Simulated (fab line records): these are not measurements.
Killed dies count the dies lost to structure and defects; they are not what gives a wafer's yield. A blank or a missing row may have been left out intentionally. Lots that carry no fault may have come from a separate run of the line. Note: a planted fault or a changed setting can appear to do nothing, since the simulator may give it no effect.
fab line records ; flow n5-finfet
[record] lots = 8; wafers = 24; last-day = 18
route steps=1938 shown DUMMY_REMOVAL@378 HKMG_FIN@402 BEOL_M4@1111
lots with no fault: from the same line, run without faults
start-h: the number of hours between the record's first day and the start of the first shown wafer of the lot ; wait-h: hours from the lot's prior step to this one ; " repeats the value in the row above ; L1.1+2: a single row standing in for several wafers ; - no value present, or no start provided ; * or withheld: withheld ; < > ~ a bound
route shown NAME@n: names a module that has steps shown in the file, with the first one's number in the route ; usual: average and standard deviation across the fault-free wafers ; same: alike in all rows ; chamber/n: place in a boat ; sites: each site's reading ; _std_site: their standard deviation ; _edge_site: outer sites' mean less inner sites' ; radius-mm: how far each site lies from the wafer's centre ; mask NAME#n: copy n ; behind: the last tool/chamber to shape the wafer ; hold: cause of the lot's hold/its duration in hours/its outcome ; device: the transistor (n, p or np) that didn't switch ; end of line: tests of these same wafers at the route's end ; where a step has no rows: the recipe by itself ; killed: the dies lost at the first sort to structure and to defects; this is not the yield of the wafer ; map: dies across one wafer; x = killed, . = not, _ = none there
set.NAME: setting as actually run; set.NAME@STEP: the setting as run at that earlier step ; model.NAME: the simulator's own value behind a step, which no gauge read
steps of the route over a sample of lots; a table a step, a row a wafer
services: a tool's chamber out of use, with start hour (start-h, from the record's first day; less than 0 if before it), hours out, and reason
[[steps]]
[step N5_DUMMY_REMOVAL_STRIP_10]
[recipe] chemistry = N2/H2; time-s = 40; power-w = 100; temp-c = 40; pressure-mtorr = 100; rf-frequency-hz = 6e+07; bias-power-w = 3; n2-flow-sccm = 300; h2-flow-sccm = 300
[usual] drypump-motor-current-A = 5.8/0.46; oes-product-au = 0.79/0.093; rf-vpp-V = 45.2/0.81; showerhead-plenum-p-Torr = 3.32/0.063; throttle-valve-pct = 12.3/0.3
lot.wafer;tool;chamber;start-h;wait-h;drypump-motor-current-A;oes-product-au;rf-hours-counter-h;rf-vpp-V;showerhead-plenum-p-Torr;throttle-valve-pct
L738.2;rie-diel-01;0;70.94;0.0;6.1;0.69;239;45.2;3.32;12.5
L738.3;rie-diel-01;3;70.94;0.0;6.7;0.78;120;45.6;3.40;12.2
L738.4;rie-diel-01;3;70.94;0.0;6.7;0.78;-;44.9;3.40;12.1
L739.3;rie-diel-03;1;81.48;0.0;5.7;0.71;204;46.2;3.35;12.7
L739.4;rie-diel-03;1;81.48;0.0;5.7;0.70;-;45.1;3.35;12.7
L739.5;rie-diel-03;3;81.48;0.0;5.0;0.74;-;45.2;3.23;12.4
L750.1;rie-diel-01;3;143.96;0.0;6.7;0.75;146;44.7;3.39;12.2
L750.2;rie-diel-01;0;143.96;0.0;6.1;0.98;4;45.2;3.31;11.9
L750.3;rie-diel-01;1;143.96;0.0;5.9;0.89;52;44.8;3.28;11.8
L755.2;rie-diel-01;3;173.47;0.0;6.7;0.75;153;44.4;3.38;12.2
L755.3;rie-diel-01;0;173.47;0.0;6.1;0.92;16;44.6;3.31;11.9
L755.6;rie-diel-01;2;173.47;0.0;6.1;0.94;-;44.8;3.33;12.2
L758.1;rie-diel-03;3;192.70;0.0;5.0;0.71;212;46.0;3.21;12.4
L758.2;rie-diel-03;1;192.70;0.0;5.7;0.67;235;45.2;3.33;12.8
L758.4;rie-diel-03;0;192.70;0.0;6.0;0.91;31;44.9;3.44;12.2
L759.2;rie-diel-06;2;197.33;0.0;5.8;0.74;184;45.5;3.35;12.4
L759.3;rie-diel-06;3;197.33;0.0;5.0;0.75;176;46.0;3.23;12.4
L759.4;rie-diel-06;0;197.33;0.0;6.2;0.86;53;44.0;3.29;11.9
L760.3;rie-diel-01;1;203.86;0.0;5.9;0.86;72;45.2;3.26;11.9
L760.5;rie-diel-01;0;203.86;0.0;6.1;0.91;-;44.7;3.30;11.9
L760.6;rie-diel-01;1;203.86;0.0;5.9;0.86;-;46.3;3.26;11.9
L761.1;rie-diel-03;2;210.14;0.0;5.6;0.71;198;44.7;3.35;12.6
L761.4;rie-diel-03;0;210.14;0.0;6.0;0.90;36;45.8;3.44;12.2
L761.5;rie-diel-03;1;210.14;0.0;5.7;0.67;-;45.1;3.33;12.8
[step N5_HKMG_FIN_ETCH_54]
[recipe] chemistry = CF4; target = SiARC; target-depth-a = 455; mask-material = CAR-ArF; time-s = 75.8; ion-energy-ev = 80; pressure-mtorr = 40; source-w = 545; bias-w = 36; Ar_flow_sccm = 100; cf4-flow-sccm = 100; ends = cleared
[usual] drypump-motor-current-A = 5.6/0.35; etch-rf-on-time-s = 76.0/1.5; oes-product-au = 0.68/0.081; rf-vpp-V = 184.3/1.1; showerhead-plenum-p-Torr = 2.17/0.065; throttle-valve-pct = 15.50/0.22
lot.wafer;tool;chamber;start-h;wait-h;drypump-motor-current-A;etch-rf-on-time-s;oes-product-au;rf-hours-counter-h;rf-vpp-V;showerhead-plenum-p-Torr;throttle-valve-pct
L738.2;rie-diel-04;1;72.57;0.0;5.4;77.4;0.58;225;184.9;2.10;15.43
L738.3;rie-diel-04;2;72.57;0.0;5.7;73.3;0.67;139;184.9;2.24;15.72
L738.4;rie-diel-04;0;72.57;0.0;5.9;76.5;0.67;-;183.7;2.14;15.44
L739.3;rie-diel-04;2;83.07;0.0;5.7;72.1;0.67;142;185.9;2.24;15.73
L739.4;rie-diel-04;0;83.07;0.0;5.9;76.5;0.66;141;184.6;2.14;15.46
L739.5;rie-diel-04;2;83.07;0.0;5.6;73.0;0.67;-;184.4;2.24;15.70
L750.1;rie-diel-05;2;145.66;0.0;5.8;75.6;0.61;179;185.5;2.21;15.28
L750.2;rie-diel-05;1;145.66;0.0;5.4;76.6;0.58;247;184.1;2.11;15.92
L750.3;rie-diel-05;3;145.66;0.0;5.7;76.4;0.62;191;183.8;2.13;15.54
L755.2;rie-diel-05;2;175.41;0.0;5.8;76.0;0.60;194;186.3;2.21;15.31
L755.3;rie-diel-05;3;175.41;0.0;5.7;77.4;0.60;205;183.5;2.13;15.57
L755.6;rie-diel-05;3;175.41;0.0;5.7;77.4;0.60;-;183.3;2.13;15.57
L758.1;rie-diel-05;3;194.38;0.0;5.7;77.4;0.59;213;183.3;2.13;15.58
L758.2;rie-diel-05;1;194.38;0.0;5.4;74.1;0.84;3;182.8;2.11;15.44
L758.4;rie-diel-05;0;194.38;0.0;5.6;76.5;0.72;57;186.8;2.26;15.50
L759.2;rie-diel-05;1;199.27;0.0;5.4;73.3;0.84;5;183.9;2.11;15.44
L759.3;rie-diel-05;2;199.27;0.0;5.8;74.6;0.60;203;184.6;2.20;15.33
L759.4;rie-diel-05;3;199.27;0.0;5.7;76.2;0.60;215;182.8;2.13;15.58
L760.3;rie-diel-02;1;206.34;0.0;5.4;74.6;0.78;13;184.9;2.19;15.54
L760.5;rie-diel-02;3;206.34;0.0;5.5;75.7;0.75;-;182.3;2.10;15.64
L760.6;rie-diel-02;0;206.34;0.0;5.4;75.5;0.67;-;183.4;2.16;15.46
L761.1;rie-diel-02;2;211.91;0.0;6.6;76.4;0.64;165;183.5;2.05;15.52
L761.4;rie-diel-02;0;211.91;0.0;5.4;76.1;0.67;125;184.4;2.16;15.46
L761.5;rie-diel-02;3;211.91;0.0;5.5;76.7;0.74;-;184.0;2.10;15.66
[step N5_HKMG_FIN_ETCH_55]
[recipe] chemistry = N2/H2; target = SOC; target-depth-a = 2400; temp-c = 40; time-s = 300; ion-energy-ev = 200; mask-material = SiARC; pressure-mtorr = 30; source-w = 840; bias-w = 150; n2-flow-sccm = 200; h2-flow-sccm = 200
[usual] drypump-motor-current-A = 5.6/0.34; oes-product-au = 0.79/0.093; rf-vpp-V = 525.0/2.5; showerhead-plenum-p-Torr = 2.58/0.085; throttle-valve-pct = 17.74/0.25
lot.wafer;tool;chamber;start-h;wait-h;drypump-motor-current-A;oes-product-au;rf-hours-counter-h;rf-vpp-V;showerhead-plenum-p-Torr;throttle-valve-pct
L738.2;rie-diel-04;1;72.63;0.0;5.4;0.70;226;524.2;2.53;17.90
L738.3;rie-diel-04;2;72.63;0.0;5.7;0.78;139;527.2;2.65;18.04
L738.4;rie-diel-04;0;72.63;0.0;5.9;0.78;-;522.8;2.56;17.66
L739.3;rie-diel-04;2;83.12;0.0;5.7;0.78;142;527.4;2.65;18.05
L739.4;rie-diel-04;0;83.12;0.0;5.9;0.77;141;525.2;2.56;17.68
L739.5;rie-diel-04;2;83.12;0.0;5.7;0.78;-;527.7;2.65;18.03
L750.1;rie-diel-05;2;145.72;0.0;5.8;0.71;179;528.4;2.63;17.34
L750.2;rie-diel-05;1;145.72;0.0;5.4;0.67;247;523.0;2.51;18.21
L750.3;rie-diel-05;3;145.72;0.0;5.7;0.72;191;522.7;2.51;17.54
L755.2;rie-diel-05;2;175.47;0.0;5.8;0.70;194;525.6;2.62;17.37
L755.3;rie-diel-05;3;175.47;0.0;5.7;0.71;206;523.1;2.50;17.58
L755.6;rie-diel-05;3;175.47;0.0;5.7;0.70;-;524.0;2.50;17.58
L758.1;rie-diel-05;3;194.43;0.0;5.7;0.70;213;522.1;2.50;17.60
L758.2;rie-diel-05;1;194.43;0.0;5.4;1.00;3;522.8;2.51;17.78
L758.4;rie-diel-05;0;194.43;0.0;5.6;0.86;57;528.2;2.70;17.82
L759.2;rie-diel-05;1;199.32;0.0;5.4;0.98;5;523.6;2.51;17.77
L759.3;rie-diel-05;2;199.32;0.0;5.8;0.70;203;526.0;2.62;17.42
L759.4;rie-diel-05;3;199.32;0.0;5.7;0.70;215;523.7;2.50;17.58
L760.3;rie-diel-02;1;206.40;0.0;5.4;0.90;13;525.3;2.61;17.85
L760.5;rie-diel-02;3;206.40;0.0;5.5;0.87;-;521.0;2.48;17.85
L760.6;rie-diel-02;0;206.40;0.0;5.4;0.79;-;523.5;2.56;17.61
L761.1;rie-diel-02;2;211.97;0.0;6.6;0.74;165;520.9;2.42;17.75
L761.4;rie-diel-02;0;211.97;0.0;5.4;0.78;125;524.2;2.56;17.62
L761.5;rie-diel-02;3;211.97;0.0;5.5;0.85;-;522.8;2.48;17.87
[step N5_HKMG_FIN_PWFM_ALD_03]
[recipe] material = TiN; target-thk-a = 20; temp-c = 400; ald-precursor-family = TiCl4; ald-co-reactant = NH3; pulse-time-s = 1; purge-time-s = 3; co-reactant-purge-time-s = 2; co-reactant-pulse-time-s = 2; ald-cycles = 91; pressure-torr = 3
[usual] ald-cycles = 91/0; heater-power-outer-w = 535/59; heater-power-w = 887/67; precursor-pulse-height-rel = 1.004/0.021
lot.wafer;tool;chamber;start-h;wait-h;ald-cycles;heater-power-outer-w;heater-power-w;precursor-pulse-height-rel
L738.2;ald-metal-01;3;75.03;0.0;91;491;806;0.944
L738.3;ald-metal-01;2;75.03;0.0;91;562;951;0.998
L738.4;ald-metal-01;1;75.03;0.0;91;564;916;0.986
L739.3;ald-metal-04;0;85.48;0.0;91;514;833;1.031
L739.4;ald-metal-04;2;85.48;0.0;91;617;985;1.001
L739.5;ald-metal-04;2;85.48;0.0;91;619;1010;1.014
L750.1;ald-metal-04;0;148.09;0.0;83;515;835;1.025
L750.2;ald-metal-04;1;148.09;0.0;91;447;825;1.044
L750.3;ald-metal-04;3;148.09;0.0;91;505;864;1.019
L755.2;ald-metal-01;1;178.18;0.0;91;565;909;0.958
L755.3;ald-metal-01;0;178.18;0.0;91;633;991;1.033
L755.6;ald-metal-01;0;178.18;0.0;91;623;984;0.999
L758.1;ald-metal-02;3;197.10;0.0;91;571;860;1.004
L758.2;ald-metal-02;2;197.10;0.0;91;459;809;0.993
L758.4;ald-metal-02;1;197.10;0.0;91;485;924;0.983
L759.2;ald-metal-01;3;201.81;0.0;91;509;836;1.004
L759.3;ald-metal-01;0;201.81;0.0;91;638;977;1.009
L759.4;ald-metal-01;2;201.81;0.0;91;558;957;0.977
L760.3;ald-metal-02;1;208.98;0.0;91;481;884;1.001
L760.5;ald-metal-02;1;208.98;0.0;91;472;899;1.020
L760.6;ald-metal-02;0;208.98;0.0;91;467;779;1.041
L761.1;ald-metal-02;0;214.37;0.0;91;459;785;0.959
L761.4;ald-metal-02;2;214.37;0.0;91;465;821;1.036
L761.5;ald-metal-02;0;214.37;0.0;91;474;778;1.004
[step N5_BEOL_M4_RC_MEAS_101]
[usual] DIBL_N = 35.8/1.8; DIBL_P = 35.9/2.2; IOFF_N = 0.16/0.035; IOFF_P = 0.21/0.04; ION_N = 672/11; ION_P = 461/7.4; SS_N = 71.4/0.64; SS_P = 73.2/0.67; VT_N = 250/3.5; VT_P = -251/3.4
lot.wafer;tool;chamber;start-h;wait-h;DIBL_N[mV/V];DIBL_P[mV/V];IOFF_N[nA/um];IOFF_P[nA/um];ION_N[uA/um];ION_P[uA/um];SS_N[mV/dec];SS_P[mV/dec];VT_N[mV];VT_P[mV]
L738.2;prober-02;0;163.66;0.2;35.0;34.4;0.15;0.16;664;450;71.5;73.0;250;-254
L738.3;prober-02;0;163.66;0.2;35.8;36.3;0.17;0.19;691;467;72.1;73.8;248;-252
L738.4;prober-02;0;163.66;0.2;35.0;35.2;0.15;0.17;671;459;72.0;72.7;248;-252
L739.3;prober-01;0;183.41;0.3;34.9;36.2;0.17;0.23;675;468;71.4;74.0;247;-246
L739.4;prober-01;0;183.41;0.3;32.9;34.3;0.14;0.20;669;463;71.4;72.7;250;-250
L739.5;prober-01;0;183.41;0.3;34.9;36.9;0.17;0.25;677;476;71.0;72.8;245;-246
L750.1;prober-02;0;251.04;0.0;39.1;39.8;0.23;0.21;690;461;72.2;73.6;244;-255
L750.2;prober-02;0;251.04;0.0;34.3;33.5;0.12;0.17;665;457;70.7;73.1;254;-252
L750.3;prober-02;0;251.04;0.0;34.8;35.5;0.14;0.20;667;463;70.3;72.8;252;-248
L755.2;prober-01;0;273.52;0.2;37.6;37.8;0.17;0.19;671;444;72.1;73.8;251;-257
L755.3;prober-01;0;273.52;0.2;36.7;36.8;0.15;0.17;668;446;72.0;73.5;252;-256
L755.6;prober-01;0;273.52;0.2;35.9;36.1;0.14;0.17;660;448;71.8;73.5;253;-256
L758.1;prober-02;0;282.56;0.0;35.1;36.4;0.15;0.23;668;461;71.7;73.3;248;-248
L758.2;prober-02;0;282.56;0.0;36.7;38.3;0.19;0.26;679;472;72.2;72.9;246;-245
L758.4;prober-02;0;282.56;0.0;34.3;35.3;0.14;0.21;669;466;71.8;72.9;252;-248
L759.2;prober-01;0;287.94;0.2;37.1;37.8;0.17;0.21;679;458;72.1;74.1;246;-251
L759.3;prober-01;0;287.94;0.2;36.5;36.8;0.15;0.20;674;468;71.4;73.9;251;-255
L759.4;prober-01;0;287.94;0.2;33.7;32.5;0.11;0.15;660;454;70.9;72.8;255;-255
L760.3;prober-02;0;309.15;0.3;35.9;34.6;0.14;0.20;676;467;70.8;73.0;249;-252
L760.5;prober-02;0;309.15;0.3;35.5;34.3;0.14;0.20;683;466;71.0;72.3;249;-251
L760.6;prober-02;0;309.15;0.3;35.3;33.3;0.12;0.19;669;464;70.5;72.7;254;-252
L761.1;prober-02;0;311.74;0.0;34.4;33.0;0.11;0.17;659;459;70.6;72.5;255;-251
L761.4;prober-02;0;311.74;0.0;35.2;34.1;0.12;0.18;658;459;71.7;72.9;255;-253
L761.5;prober-02;0;311.74;0.0;32.4;30.8;0.09;0.14;653;453;70.3;71.6;257;-255
[[services]]
tool;chamber;start-h;hours;kind
ald-metal-02;-;53.55;0.4;repair
rie-diel-01;2;60.91;23.0;repair
rie-diel-01;-;62.44;2.8;pm
ald-metal-04;1;64.09;4.9;repair
rie-diel-06;1;71.21;24.2;repair
ald-metal-02;-;81.83;0.4;repair
rie-diel-04;-;86.97;0.2;repair
rie-diel-05;1;89.57;3.7;repair
rie-diel-03;1;103.40;9.8;repair
rie-diel-04;3;103.87;1.6;repair
ald-metal-02;0;113.42;16.1;repair
rie-diel-02;2;123.38;3.3;repair
rie-diel-02;3;124.20;18.9;repair
rie-diel-05;2;127.78;5.4;repair
rie-diel-04;0;133.20;5.6;repair
rie-diel-01;3;161.64;11.6;repair
ald-metal-02;2;165.51;13.3;repair
rie-diel-03;3;167.69;6.6;repair
ald-metal-02;3;190.10;6.9;repair
rie-diel-06;-;193.26;2.8;pm
ald-metal-04;-;204.05;1.2;repair
rie-diel-05;3;207.52;3.0;repair
ald-metal-02;-;208.27;0.6;repair
ald-metal-04;-;208.64;6.0;pm
[[key]]
[first-sign] step = N5_HKMG_FIN_PWFM_ALD_03; reading = ald-cycles; direction = down; sigmas = 99+; usual = *; struck = *
effect none on later readings
met-at N5_HKMG_FIN_PWFM_ALD_03
struck-lots L750
struck-wafers L750.1
not-acting-at N5_DUMMY_REMOVAL_STRIP_10,N5_HKMG_FIN_ETCH_54,N5_HKMG_FIN_ETCH_55
onset-between 85.48 148.09
[fault] kind = process-parameter-drift; tool = ald-metal-04; chamber = 0; onset-h = 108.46; steps = N5_HKMG_FIN_PWFM_ALD_03; channel = ald-cycles; offset = *; shape = step; end-h = 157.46; acts-in = *; stated = *
